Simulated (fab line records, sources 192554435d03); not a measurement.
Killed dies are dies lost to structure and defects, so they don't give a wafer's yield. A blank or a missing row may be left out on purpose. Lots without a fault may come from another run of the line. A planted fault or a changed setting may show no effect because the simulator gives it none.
A struck lot beside a sound one | flow n5_finfet | 14 steps out of a route of 1938
Sound: wafers L205.3, L205.4, L205.6. Struck: wafers L199.1, L199.5, L199.6. The cause comes at the end.
At each step with rows: each side's tool, then ch and its chambers, then its first start. Under that, the readings that differ: sound wafers | struck wafers | difference of the means | sigmas: that difference in standard deviations of wafers without a fault.
alike: readings whose means differ by less than 2 such deviations, and words and numbers that are the same on both sides. not compared: withheld readings, readings that some wafer has no value for, bounds like >300 that may hide the same value, and numbers for which the record gives no deviation and whose values overlap.
The two part at a step that has a row with sigmas, a row that says differs or no value, or rows on one side only. Numbers that don't overlap but have no deviation are shown without sigmas and don't part them. A reading that every wafer of one side lacks parts them only if that side has two wafers or more.

first, 7 steps without rows for these wafers: N5_SD_EPI_P_SRD_25 (time 30 s); N5_SD_ACTIVATION_RTA_00 (time 0 s); N5_SD_ACTIVATION_LSA_01 (time 0.0008 s); N5_ILD0_LINER_00 (material SiNx, target thk 4 nm, pulse time 1 s, purge time 2 s); N5_ILD0_FCVD_FILL_01 (material SiO2 flowable, target thk 200 nm, time 328.3 s); N5_ILD0_CURE_02 (time 1800 s); N5_ILD0_CMP_03 (polishes, stops on SiNx, t overpolish 1.9 s, target thk 197.38 nm).
N5_ILD0_CMP_07: polishes SiO2 flowable, stops on poly-Si, t overpolish 1.18 s, target thk 138.88 nm.
  sound on cmp-04 ch 1,2,3, day 10 03:08; struck on cmp-02 ch 0,2,3, day 7 22:28
  no value came back on the struck wafers for edge_zone_pressure_frac, head_pressure_psi (psi), motor_current_A (A), t_overpolish_s (s); on the sound wafers edge_zone_pressure_frac reads 1.004 0.996 0.999
  reading                                              | sound             | struck         | difference | sigmas
  model.SiNx_of_DUMMY_GATE_HM_DEP_06.thk_nm (nm)       | 0 0 0             | 76.6 75.6 76.6 | +76.3      |
  model.SiO2_flowable_of_ILD0_FCVD_FILL_01.thk_nm (nm) | 138.2 138.2 139.4 | 197.4 198 198  | +59.2      |
  model.a-Si_of_DUMMY_GATE_CVD_03.thk_nm (nm)          | 67.4 68 68.8      | 72.4 72.4 72.8 | +4.5       |
N5_ILD0_THK_MEAS_08:
  sound on film_metro-01, day 10 03:23; struck on film_metro-01, day 7 22:38
  reading     | sound             | struck            | difference | sigmas
  thk_nm (nm) | 138.1 138.1 139.3 | 197.4 198.1 198.1 | +59.4      | +61
N5_ILD0_PRECLEAN_10: cleans in NF3:NH3, afs cycles 5, time 20 s, sublimation time 60 s.
  sound on remote_plasma-02 ch 0, day 10 03:39; struck on remote_plasma-01 ch 0, day 7 22:41
  reading                                              | sound             | struck            | difference | sigmas
  model.SiO2_flowable_of_ILD0_FCVD_FILL_01.thk_nm (nm) | 119.6 119.6 120.6 | 170.8 171.4 171.4 | +51.3      |
  alike: rf_power_w
then, 1 step without rows for these wafers: N5_ILD0_ALD_15 (deposits SiNx, target thk 24 nm, pulse time 1 s, ald cycles 480).
N5_ILD0_CMP_12: polishes SiNx, stops on poly-Si, t overpolish 6 s, target thk 17.67 nm.
  sound on cmp-04 ch 0,1,2, day 10 06:27; struck on cmp-04 ch 1,2,3, day 8 01:38
  reading                                     | sound          | struck         | difference | sigmas
  model.a-Si_of_DUMMY_GATE_CVD_03.thk_nm (nm) | 66.6 67.2 68.2 | 71.8 71.6 72.2 | +4.5       |
  alike: edge_zone_pressure_frac, head_pressure_psi, motor_current_A
N5_BEOL_M4_RC_MEAS_101:
  the record has rows for the sound wafers here (prober-02 ch 0, day 15 13:20) and none for the struck ones
-- the record jumps here: 10 days lie between the struck wafers' starts before and after (it left off in module BEOL_M4 and takes up again in module PASSIVATION, whose first step shown is number 1936 of the route) --
N5_PASSIVATION_PROBE_49:
  sound on prober-01, day 20 12:35; struck on prober-01, day 18 06:27
  reading             | sound       | struck         | difference | sigmas
  killed_at_M0_to_M3  | 40 64 71    | 42 37 29       | -22        | -2
  killed_at_front_end | 31 25 41    | 1096 1115 1108 | +1074      | +90
  killed_dies         | 100 112 153 | 1180 1180 1180 | +1058      | +62
  killed_on_rim       | 15 13 20    | 152 152 152    | +136       | +40
  alike: killed_at_M4_up, killed_at_contacts, killed_at_other, killed_open, killed_short

WHERE THEY PART
First at N5_ILD0_CMP_07; last, within this record, at N5_PASSIVATION_PROBE_49.

WHY: what the simulator had put in
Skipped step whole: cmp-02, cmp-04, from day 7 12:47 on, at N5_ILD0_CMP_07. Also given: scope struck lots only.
